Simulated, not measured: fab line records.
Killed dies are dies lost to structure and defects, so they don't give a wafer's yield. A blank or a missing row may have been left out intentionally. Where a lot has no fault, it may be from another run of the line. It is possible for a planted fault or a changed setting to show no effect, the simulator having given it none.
The tool behind it: which one? / flow nand-harc / 6 lots with 18 wafers sampled at 5 steps, on a route of 1302 steps

== WHAT THE GAUGES SHOWED, per wafer ==
NHARC_END_SORT_01.
lot=L245; measured=day 33 00:08; on=prober-01; killed-at-array=40 675 44
lot=L246; measured=day 32 09:58; on=prober-01; killed-at-array=45 668 666

== WHAT TOOL EACH LOT RAN ON (gives the tool, then ch and the chambers of the sampled wafers, and finally the start) ==
lot=L232; NHARC_A_STAIRCASE_TRIM_26=rie-diel-10 ch 1,2,3, day 16 17:14 or earlier; NHARC_A_STAIRCASE_ETCH_188=rie-diel-10 ch 1,2,3, day 16 17:14; NHARC_A_STAIRCASE_TRIM_191=rie-diel-10 ch 2,3, no start; NHARC_A_STAIRCASE_ETCH_192=rie-diel-10 ch 0,2,3, no start
lot=L236; NHARC_A_STAIRCASE_TRIM_26=rie-diel-04 ch 1,2,3, day 18 17:31 or earlier; NHARC_A_STAIRCASE_ETCH_188=rie-diel-04 ch 0,1,2, day 18 17:31; NHARC_A_STAIRCASE_TRIM_191=rie-diel-04 ch 1,3, no start; NHARC_A_STAIRCASE_ETCH_192=rie-diel-04 ch 0,1,3, no start
lot=L245; NHARC_A_STAIRCASE_TRIM_26=rie-diel-10 ch 0,1,2, day 22 08:35 or earlier; NHARC_A_STAIRCASE_ETCH_188=rie-diel-10 ch 0,3, day 22 08:35; NHARC_A_STAIRCASE_TRIM_191=rie-diel-10 ch 1,3, day 33 00:08 or earlier; NHARC_A_STAIRCASE_ETCH_192=rie-diel-10 ch 1,3, day 33 00:08 or earlier
lot=L246; NHARC_A_STAIRCASE_TRIM_26=rie-diel-04 ch 0,2,3, day 22 12:25 or earlier; NHARC_A_STAIRCASE_ETCH_188=rie-diel-10 ch 0,2, day 22 12:25; NHARC_A_STAIRCASE_TRIM_191=rie-diel-10 ch 1,2,3, day 32 09:58 or earlier; NHARC_A_STAIRCASE_ETCH_192=rie-diel-10 ch 0,2, day 32 09:58 or earlier
lot=L250; NHARC_A_STAIRCASE_TRIM_26=rie-diel-03 ch 0,1,3, day 24 04:33 or earlier; NHARC_A_STAIRCASE_ETCH_188=rie-diel-03 ch 1,2,3, day 24 04:33; NHARC_A_STAIRCASE_TRIM_191=rie-diel-03 ch 1,2,3, no start; NHARC_A_STAIRCASE_ETCH_192=rie-diel-03 ch 0,1,3, no start
lot=L252; NHARC_A_STAIRCASE_TRIM_26=rie-diel-04 ch 1,2,3, day 25 06:28 or earlier; NHARC_A_STAIRCASE_ETCH_188=rie-diel-03 ch 0,1, day 25 06:28; NHARC_A_STAIRCASE_TRIM_191=rie-diel-03 ch 0,3, no start; NHARC_A_STAIRCASE_ETCH_192=rie-diel-03 ch 2,3, no start
- NHARC_A_STAIRCASE_TRIM_26: chemistry O2, time 211.2 s.
- NHARC_A_STAIRCASE_ETCH_188: etches the open film in C4F8/O2, target depth 100 nm, time 40.5 s.
- NHARC_A_STAIRCASE_TRIM_191: chemistry O2, time 211.2 s.
- NHARC_A_STAIRCASE_ETCH_192: etches the open film in C4F8/O2, target depth 100 nm, time 40.5 s.

== THE ANSWER, worked out from the rows above alone ==
Rule: the usual values come from the lots themselves. Put in order of their means at a reading, lots are off if they are a third of the lots or fewer, leave a main group of 4 or more, and stand apart from it by a gap of 3 or more times the standard deviation of the main group's means; of several such gaps the widest counts. Not used: any main group whose means are identical at the precision the tables above print for the reading. Also off: a lot with no number at a reading for which 4 or more lots have one. Where the step has rows for the other lots, those lots are counted as sound.
Nothing can be told from this: no lot is off at any reading shown.

== WHAT WAS PUT IN BY THE SIMULATOR ==
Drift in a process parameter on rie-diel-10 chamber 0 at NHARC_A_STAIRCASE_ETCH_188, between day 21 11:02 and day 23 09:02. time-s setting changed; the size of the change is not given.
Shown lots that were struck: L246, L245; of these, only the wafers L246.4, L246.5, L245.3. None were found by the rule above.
